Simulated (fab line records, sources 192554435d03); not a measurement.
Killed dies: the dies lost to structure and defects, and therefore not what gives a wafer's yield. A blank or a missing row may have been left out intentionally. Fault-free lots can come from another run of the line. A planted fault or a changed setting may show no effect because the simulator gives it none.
fab line records ; flow n5_finfet ; part 1 of 2: steps 1 to 3 of 6
record lots=19; wafers=57; last_day=19
route steps=1938 shown BEOL_M10@1488 BEOL_M11@1554
lots untouched by any fault: they come from a run of this same line in which no faults occurred
start_h: hours from the record's first day to the start of the lot's first wafer shown ; wait_h: hours since the lot's step before ; " the same as in the row above ; L1.1+2: one row covering several wafers at once ; - no value, or no start given ; * or withheld: withheld ; < > ~ a bound
route shown NAME@n: a module of which the file shows steps, and the number in the route of the first ; usual: mean and standard deviation over wafers with no fault ; same: alike in all rows ; chamber/n: place in a boat ; sites: each site's reading ; _std_site: how widely they spread, as a standard deviation ; _edge_site: outer sites' mean less inner sites' ; radius_mm: for every site, how far away it sits from the centre of the wafer ; mask NAME#n: copy n ; behind: the last tool/chamber to shape the wafer ; hold: why the lot was held/for how many hours/how that ended ; device: the transistor (n, p or np) that didn't switch ; end of line: the same wafers' tests at the end of the route ; where a step has no rows: the recipe by itself ; killed: not the wafer's yield, but the dies lost to structure and defects at the first sort ; map: shows each die of a wafer: x if killed, . if not, _ if none is there
set.NAME: the setting the step ran with; set.NAME@STEP: the setting that earlier step ran with ; model.NAME: the simulator's own value behind a step, which no gauge read
a sample of lots followed through the steps of the route, with each step as a table and each wafer as a row
services: when a tool's chamber went out of use (start_h, in hours from the record's first day, below 0 if earlier), for how many hours, and the reason
## steps
# step N5_BEOL_M10_ETCH_62
# recipe chemistry=N2/H2; target=SOC; target_depth_a=1100; overetch_a=220; mask_material=SiARC; temp_c=40; time_s=165; ion_energy_ev=200; pressure_mtorr=30; source_w=840; bias_w=150; n2_flow_sccm=200; h2_flow_sccm=200
# usual drypump_motor_current_A=5.7/0.45; h2_flow_sccm=200.0/0.6; oes_product_au=0.67/0.072; rf_vpp_V=524.3/1.9; showerhead_plenum_p_Torr=2.55/0.056; throttle_valve_pct=17.81/0.22
lot.wafer;tool;chamber;start_h;wait_h;drypump_motor_current_A;h2_flow_sccm;oes_product_au;rf_hours_counter_h;rf_vpp_V;showerhead_plenum_p_Torr;throttle_valve_pct
L074.3;rie_diel-02;3;253.19;0.0;6.4;199.3;0.74;43;527.8;2.67;17.47
L074.5;rie_diel-02;2;253.19;0.0;5.8;200.4;0.70;-;524.7;2.57;17.80
L074.6;rie_diel-02;1;253.19;0.0;4.9;200.2;0.58;-;522.7;2.49;17.91
L076.1;rie_diel-02;2;258.64;0.0;5.8;200.7;0.70;71;524.3;2.57;17.81
L076.2;rie_diel-02;3;258.64;0.0;6.4;198.6;0.73;45;529.3;2.67;17.48
L076.6;rie_diel-02;3;258.64;0.0;6.4;200.0;0.74;-;528.8;2.67;17.49
L075.2;rie_diel-05;1;258.87;0.0;5.4;199.7;0.61;198;522.8;2.52;18.08
L075.3;rie_diel-05;3;258.87;0.0;5.3;200.9;0.71;56;526.7;2.59;17.87
L075.5;rie_diel-05;2;258.87;0.0;5.5;199.1;0.57;-;521.7;2.51;17.88
L077.1;rie_diel-05;1;265.53;0.0;5.4;200.6;0.61;201;524.3;2.52;18.09
L077.2;rie_diel-05;2;265.53;0.0;5.5;199.0;0.57;245;523.1;2.51;17.89
L077.6;rie_diel-05;2;265.53;0.0;5.5;199.3;0.57;-;523.1;2.51;17.89
L078.1;rie_diel-02;2;272.15;0.0;5.8;199.8;0.69;78;523.2;2.56;17.81
L078.3;rie_diel-02;0;272.15;0.0;5.2;199.6;0.80;2;526.9;2.59;17.64
L078.4;rie_diel-02;2;272.15;0.0;5.8;200.2;0.68;-;523.9;2.56;17.82
L079.1;rie_diel-05;3;287.67;0.0;5.3;199.8;0.70;68;525.0;2.59;17.89
L079.3;rie_diel-05;1;287.67;0.0;5.4;199.7;0.60;210;522.5;2.52;18.09
L079.6;rie_diel-05;3;287.67;0.0;5.3;200.3;0.70;-;523.8;2.59;17.87
L081.1;rie_diel-05;0;292.15;0.0;6.2;200.5;0.59;211;523.4;2.51;18.07
L081.2;rie_diel-05;1;292.15;0.0;5.4;199.5;0.61;212;523.2;2.52;18.11
L081.5;rie_diel-05;3;292.15;0.0;5.3;200.9;0.69;-;526.8;2.59;17.87
L083.1;rie_diel-06;0;300.64;0.0;5.8;199.6;0.71;74;523.6;2.56;17.87
L083.2;rie_diel-06;3;300.64;0.0;5.8;199.5;0.60;216;524.1;2.49;17.84
L083.3;rie_diel-06;2;300.64;0.0;6.3;200.2;0.58;243;522.6;2.49;17.91
L084.1;rie_diel-05;0;304.64;0.0;6.2;199.9;0.58;214;524.5;2.51;18.05
L084.5;rie_diel-05;0;304.64;0.0;6.2;200.5;0.59;-;523.8;2.51;18.06
L084.6;rie_diel-05;3;304.64;0.0;5.3;200.2;0.69;-;525.4;2.58;17.88
L087.2;rie_diel-02;2;315.83;0.0;5.8;199.5;0.67;96;523.5;2.56;17.85
L087.5;rie_diel-02;3;315.83;0.0;6.4;200.6;0.70;-;528.3;2.66;17.52
L087.6;rie_diel-02;2;315.83;0.0;5.8;200.0;0.67;-;525.4;2.56;17.84
L086.1;rie_diel-05;0;329.88;0.0;6.3;199.6;0.57;226;522.4;2.50;18.09
L086.3;rie_diel-05;1;329.88;0.0;5.4;201.0;0.60;226;522.1;2.51;18.14
L086.5;rie_diel-05;0;329.88;0.0;6.3;199.8;0.58;-;523.5;2.50;18.09
L088.3;rie_diel-02;3;339.10;0.0;6.4;200.0;0.70;80;527.0;2.66;17.53
L088.5;rie_diel-02;0;339.10;0.0;5.2;199.2;0.74;-;526.2;2.58;17.70
L088.6;rie_diel-02;3;339.10;0.0;6.4;199.9;0.69;-;528.8;2.66;17.55
L091.1;rie_diel-02;1;339.35;0.0;5.0;201.0;0.78;14;522.6;2.48;17.51
L091.4;rie_diel-02;0;339.35;0.0;5.2;199.2;0.74;29;526.0;2.58;17.71
L091.6;rie_diel-02;3;339.35;0.0;6.4;200.5;0.70;-;528.8;2.66;17.53
L092.2;rie_diel-05;0;343.23;0.0;6.3;199.6;0.57;232;524.2;2.50;18.09
L092.3;rie_diel-05;3;343.23;0.0;5.3;200.7;0.67;90;524.0;2.58;17.91
L092.6;rie_diel-05;1;343.23;0.0;5.4;200.1;0.59;-;523.2;2.51;18.14
L090.1;rie_diel-05;3;353.82;0.0;5.3;199.8;0.66;94;525.5;2.58;17.92
L090.3;rie_diel-05;1;353.82;0.0;5.4;199.7;0.59;235;522.1;2.51;18.15
L090.5;rie_diel-05;3;353.82;0.0;5.4;200.0;0.67;-;523.5;2.58;17.90
L093.1;rie_diel-02;2;374.04;0.0;5.8;199.4;0.66;119;524.2;2.55;17.89
L093.3;rie_diel-02;3;374.04;0.0;6.3;198.7;0.68;93;528.9;2.65;17.56
L093.5;rie_diel-02;1;374.04;0.0;5.0;200.4;0.76;-;523.3;2.48;17.53
L094.1;rie_diel-05;0;383.24;0.0;6.2;200.0;0.57;246;521.7;2.49;18.12
L094.2;rie_diel-05;3;383.24;0.0;5.3;200.6;0.67;104;526.4;2.57;17.95
L094.5;rie_diel-05;2;383.24;0.0;5.5;199.5;0.75;-;523.3;2.49;17.50
L097.1;rie_diel-02;1;399.48;0.0;5.0;199.9;0.74;38;522.7;2.47;17.54
L097.3;rie_diel-02;2;399.48;0.0;5.8;200.4;0.65;128;522.9;2.54;17.89
L097.6;rie_diel-02;1;399.48;0.0;5.0;200.3;0.74;-;521.2;2.47;17.56
L096.1;rie_diel-06;1;403.48;0.0;5.7;200.1;0.65;117;524.3;2.58;17.82
L096.3;rie_diel-06;0;403.48;0.0;5.8;199.9;0.67;114;522.8;2.54;17.95
L096.4;rie_diel-06;1;403.48;0.0;5.7;199.1;0.65;-;525.4;2.58;17.84
# step N5_BEOL_M10_TRENCH_ETCH_37
# recipe chemistry=C4F6/O2; target_depth_a=1488.3; target=SiCOH_lowk; time_s=48; ion_energy_ev=250; pressure_mtorr=30; source_w=345; bias_w=185; Ar_flow_sccm=300; C4F6_flow_sccm=10; O2_flow_sccm=10
# usual drypump_motor_current_A=5.7/0.41; mfc_ar_sccm=299.9/0.87; oes_o_777_au=0.79/0.083; oes_product_au=0.79/0.089; rf_vpp_V=661/12; showerhead_plenum_p_Torr=2.85/0.054; throttle_valve_pct=20.89/0.15
lot.wafer;tool;chamber;start_h;wait_h;drypump_motor_current_A;mfc_ar_sccm;oes_o_777_au;oes_product_au;rf_hours_counter_h;rf_vpp_V;showerhead_plenum_p_Torr;throttle_valve_pct
L074.3;rie_diel-06;1;-;-;5.7;300.1;0.82;0.82;61;660;2.89;20.74
L074.5;rie_diel-06;3;-;-;5.8;299.3;0.74;0.71;-;648;2.81;20.98
L074.6;rie_diel-06;2;-;-;6.3;300.3;0.65;0.69;-;688;2.81;21.04
L076.1;rie_diel-05;0;-;-;6.3;300.3;0.69;0.69;198;668;2.82;21.15
L076.2;rie_diel-05;3;-;-;5.3;298.6;0.85;0.84;57;649;2.87;20.74
L076.6;rie_diel-05;1;-;-;5.4;299.2;0.73;0.71;-;656;2.80;21.08
L075.2;rie_diel-02;2;-;-;5.8;299.9;0.81;0.81;72;648;2.87;20.85
L075.3;rie_diel-02;3;-;-;6.4;300.1;0.87;0.87;46;667;2.98;20.72
L075.5;rie_diel-02;2;-;-;5.8;299.7;0.82;0.81;-;646;2.87;20.84
L077.1;rie_diel-02;2;-;-;5.8;298.4;0.82;0.80;76;649;2.87;20.86
L077.2;rie_diel-02;1;-;-;4.9;298.6;0.65;0.66;257;659;2.81;21.10
L077.6;rie_diel-02;2;-;-;5.8;300.0;0.82;0.81;-;647;2.87;20.85
L078.1;rie_diel-02;3;-;-;6.4;299.6;0.86;0.86;54;668;2.98;20.72
L078.3;rie_diel-02;0;-;-;5.2;300.1;0.96;0.94;-;654;2.90;20.82
L078.4;rie_diel-02;3;-;-;6.3;299.6;0.85;0.86;-;667;2.98;20.73
L079.1;rie_diel-02;3;-;-;6.3;299.6;0.85;0.85;60;668;2.97;20.73
L079.3;rie_diel-02;0;-;-;5.2;300.4;0.94;0.92;10;655;2.90;20.82
L079.6;rie_diel-02;3;-;-;6.3;299.8;0.86;0.85;-;668;2.97;20.74
L081.1;rie_diel-06;2;-;-;6.3;299.3;0.65;0.67;240;688;2.80;21.04
L081.2;rie_diel-06;3;-;-;5.8;300.2;0.73;0.70;213;646;2.81;21.01
L081.5;rie_diel-06;3;-;-;5.8;300.2;0.73;0.70;-;647;2.81;21.01
L083.1;rie_diel-06;0;-;-;5.8;299.5;0.81;0.83;75;673;2.86;20.89
L083.2;rie_diel-06;1;-;-;5.7;301.3;0.80;0.79;78;660;2.88;20.77
L083.3;rie_diel-06;2;-;-;6.3;299.9;0.65;0.68;243;686;2.80;21.05
L084.1;rie_diel-06;3;-;-;5.8;300.1;0.72;0.70;220;648;2.80;21.00
L084.5;rie_diel-06;0;-;-;5.8;299.1;0.81;0.83;-;671;2.86;20.87
L084.6;rie_diel-06;3;-;-;5.8;300.0;0.73;0.69;-;648;2.80;21.02
L087.2;rie_diel-02;0;-;-;5.2;299.9;0.92;0.88;21;653;2.89;20.84
L087.5;rie_diel-02;0;-;-;5.2;299.1;0.91;0.89;-;653;2.89;20.85
L087.6;rie_diel-02;3;-;-;6.4;299.9;0.84;0.83;-;668;2.97;20.75
L086.1;rie_diel-05;1;-;-;5.4;298.7;0.71;0.69;228;658;2.79;21.12
L086.3;rie_diel-05;3;-;-;5.3;298.4;0.81;0.80;86;649;2.86;20.78
L086.5;rie_diel-05;3;-;-;5.4;297.5;0.81;0.81;-;650;2.86;20.78
L091.1;rie_diel-05;0;-;-;6.2;299.1;0.67;0.67;231;668;2.80;21.20
L091.4;rie_diel-05;2;-;-;5.5;297.7;0.89;0.92;16;668;2.81;20.67
L091.6;rie_diel-05;2;-;-;5.5;299.7;0.90;0.91;-;669;2.81;20.67
L088.3;rie_diel-06;3;-;-;5.8;300.7;0.72;0.68;233;647;2.80;21.03
L088.5;rie_diel-06;3;-;-;5.8;298.8;0.72;0.68;-;647;2.80;21.03
L088.6;rie_diel-06;1;-;-;5.7;299.1;0.79;0.78;-;660;2.88;20.78
L092.2;rie_diel-02;3;-;-;6.4;300.0;0.82;0.82;83;668;2.96;20.77
L092.3;rie_diel-02;1;-;-;5.0;299.0;0.88;0.92;16;656;2.80;20.76
L092.6;rie_diel-02;0;-;-;5.2;300.0;0.90;0.87;-;655;2.89;20.87
L090.1;rie_diel-06;0;-;-;5.8;300.5;0.79;0.81;98;672;2.85;20.90
L090.3;rie_diel-06;1;-;-;5.7;300.7;0.78;0.77;100;660;2.87;20.77
L090.5;rie_diel-06;3;-;-;5.8;300.4;0.71;0.68;-;646;2.79;21.03
L093.1;rie_diel-06;0;-;-;5.8;299.9;0.78;0.81;104;671;2.85;20.92
L093.3;rie_diel-06;2;-;-;6.3;302.0;0.92;1.01;4;688;2.80;20.76
L093.5;rie_diel-06;2;-;-;6.3;300.3;0.93;1.00;-;688;2.80;20.75
L094.1;rie_diel-06;3;-;-;5.8;299.7;0.71;0.67;249;647;2.79;21.06
L094.2;rie_diel-06;0;-;-;5.8;299.8;0.78;0.80;106;673;2.85;20.93
L094.5;rie_diel-06;3;-;-;5.8;298.1;0.70;0.67;-;648;2.79;21.07
L097.1;rie_diel-05;1;-;-;5.4;299.8;0.69;0.67;252;656;2.78;21.14
L097.3;rie_diel-05;2;-;-;5.5;299.9;0.85;0.87;37;668;2.80;20.68
L097.6;rie_diel-05;3;-;-;5.3;301.6;0.79;0.78;-;650;2.85;20.82
L096.1;rie_diel-05;2;-;-;5.5;300.5;0.85;0.87;39;667;2.80;20.69
L096.3;rie_diel-05;3;-;-;5.3;299.8;0.79;0.78;112;648;2.85;20.84
L096.4;rie_diel-05;1;-;-;5.4;300.3;0.69;0.68;-;657;2.78;21.13
# step N5_BEOL_M10_STRIP_77
# recipe chemistry=N2/H2; time_s=10; power_w=450; temp_c=40; pressure_mtorr=20; rf_frequency_hz=6e+07; bias_power_w=7; n2_flow_sccm=200; h2_flow_sccm=200
# usual drypump_motor_current_A=5.7/0.41; h2_flow_sccm=199.9/0.66; oes_product_au=0.79/0.09; rf_vpp_V=59.2/0.86; showerhead_plenum_p_Torr=2.54/0.055; throttle_valve_pct=23.60/0.27
lot.wafer;tool;chamber;start_h;wait_h;drypump_motor_current_A;h2_flow_sccm;oes_product_au;rf_hours_counter_h;rf_vpp_V;showerhead_plenum_p_Torr;throttle_valve_pct
L074.3;rie_diel-06;1;-;-;5.8;199.9;0.82;61;59.0;2.60;23.56
L074.5;rie_diel-06;3;-;-;5.8;201.5;0.71;-;59.3;2.50;23.47
L074.6;rie_diel-06;2;-;-;6.3;199.4;0.69;-;60.2;2.50;23.56
L076.1;rie_diel-05;0;-;-;6.2;199.8;0.70;198;59.4;2.51;23.85
L076.2;rie_diel-05;3;-;-;5.3;200.5;0.85;57;57.9;2.59;23.89
L076.6;rie_diel-05;1;-;-;5.4;199.7;0.72;-;61.2;2.52;23.85
L075.2;rie_diel-02;2;-;-;5.8;199.3;0.82;73;59.5;2.56;23.65
L075.3;rie_diel-02;3;-;-;6.3;199.6;0.88;46;58.8;2.67;23.01
L075.5;rie_diel-02;2;-;-;5.8;199.5;0.82;-;60.5;2.56;23.65
L077.1;rie_diel-02;2;-;-;5.8;199.7;0.81;76;59.8;2.56;23.64
L077.2;rie_diel-02;1;-;-;5.0;199.9;0.66;257;58.8;2.48;23.66
L077.6;rie_diel-02;2;-;-;5.8;199.5;0.81;-;60.5;2.56;23.67
L078.1;rie_diel-02;3;-;-;6.4;199.3;0.86;55;60.7;2.66;23.02
L078.3;rie_diel-02;0;-;-;5.2;199.7;0.93;-;57.6;2.59;23.53
L078.4;rie_diel-02;3;-;-;6.4;199.3;0.87;-;59.6;2.66;23.02
L079.1;rie_diel-02;3;-;-;6.4;199.7;0.86;60;61.1;2.66;23.04
L079.3;rie_diel-02;0;-;-;5.2;200.4;0.91;10;58.4;2.59;23.54
L079.6;rie_diel-02;3;-;-;6.4;199.8;0.86;-;59.2;2.66;23.03
L081.1;rie_diel-06;2;-;-;6.3;199.4;0.68;240;58.7;2.49;23.58
L081.2;rie_diel-06;3;-;-;5.8;200.6;0.69;213;58.3;2.49;23.49
L081.5;rie_diel-06;3;-;-;5.8;199.3;0.69;-;59.3;2.49;23.49
L083.1;rie_diel-06;0;-;-;5.8;200.0;0.85;75;58.2;2.56;23.91
L083.2;rie_diel-06;1;-;-;5.7;200.3;0.81;78;59.4;2.59;23.59
L083.3;rie_diel-06;2;-;-;6.3;200.0;0.69;243;58.1;2.49;23.58
L084.1;rie_diel-06;3;-;-;5.8;200.0;0.68;220;59.2;2.49;23.48
L084.5;rie_diel-06;0;-;-;5.9;199.3;0.84;-;58.9;2.55;23.93
L084.6;rie_diel-06;3;-;-;5.8;200.2;0.68;-;58.8;2.49;23.48
L087.2;rie_diel-02;0;-;-;5.2;198.2;0.88;21;59.8;2.58;23.55
L087.5;rie_diel-02;0;-;-;5.1;198.6;0.88;-;58.9;2.58;23.52
L087.6;rie_diel-02;3;-;-;6.4;200.4;0.84;-;60.3;2.66;23.08
L086.1;rie_diel-05;1;-;-;5.4;201.3;0.69;228;58.4;2.51;23.89
L086.3;rie_diel-05;3;-;-;5.4;199.8;0.80;86;59.9;2.58;23.92
L086.5;rie_diel-05;3;-;-;5.3;199.5;0.81;-;59.3;2.57;23.94
L091.1;rie_diel-05;0;-;-;6.2;200.2;0.67;231;57.2;2.49;23.89
L091.4;rie_diel-05;2;-;-;5.5;199.4;0.90;16;59.8;2.50;23.25
L091.6;rie_diel-05;2;-;-;5.5;199.3;0.90;-;58.5;2.50;23.25
L088.3;rie_diel-06;3;-;-;5.8;200.1;0.69;233;59.8;2.48;23.51
L088.5;rie_diel-06;3;-;-;5.8;199.7;0.69;-;59.2;2.48;23.51
L088.6;rie_diel-06;1;-;-;5.8;200.7;0.78;-;60.7;2.59;23.60
L092.2;rie_diel-02;3;-;-;6.4;200.4;0.82;83;59.3;2.65;23.06
L092.3;rie_diel-02;1;-;-;5.0;200.7;0.92;16;59.0;2.48;23.34
L092.6;rie_diel-02;0;-;-;5.2;200.5;0.87;-;60.1;2.58;23.54
L090.1;rie_diel-06;0;-;-;5.8;201.2;0.81;98;58.7;2.55;23.95
L090.3;rie_diel-06;1;-;-;5.7;200.1;0.77;101;58.4;2.58;23.64
L090.5;rie_diel-06;3;-;-;5.8;200.7;0.68;-;59.9;2.48;23.53
L093.1;rie_diel-06;0;-;-;5.8;199.4;0.81;105;59.4;2.54;23.96
L093.3;rie_diel-06;2;-;-;6.3;200.3;1.02;4;60.5;2.49;23.36
L093.5;rie_diel-06;2;-;-;6.3;199.2;1.03;-;58.5;2.49;23.38
L094.1;rie_diel-06;3;-;-;5.8;199.3;0.66;249;58.2;2.48;23.52
L094.2;rie_diel-06;0;-;-;5.8;199.8;0.80;106;59.3;2.54;23.94
L094.5;rie_diel-06;3;-;-;5.8;200.7;0.67;-;59.4;2.48;23.53
L097.1;rie_diel-05;1;-;-;5.4;199.2;0.67;252;59.5;2.50;23.92
L097.3;rie_diel-05;2;-;-;5.5;199.8;0.87;37;58.1;2.49;23.28
L097.6;rie_diel-05;3;-;-;5.3;201.5;0.79;-;58.9;2.56;23.98
L096.1;rie_diel-05;2;-;-;5.5;200.3;0.86;39;59.1;2.49;23.28
L096.3;rie_diel-05;3;-;-;5.3;200.4;0.79;112;60.8;2.56;23.98
L096.4;rie_diel-05;1;-;-;5.4;200.7;0.68;-;59.1;2.50;23.92
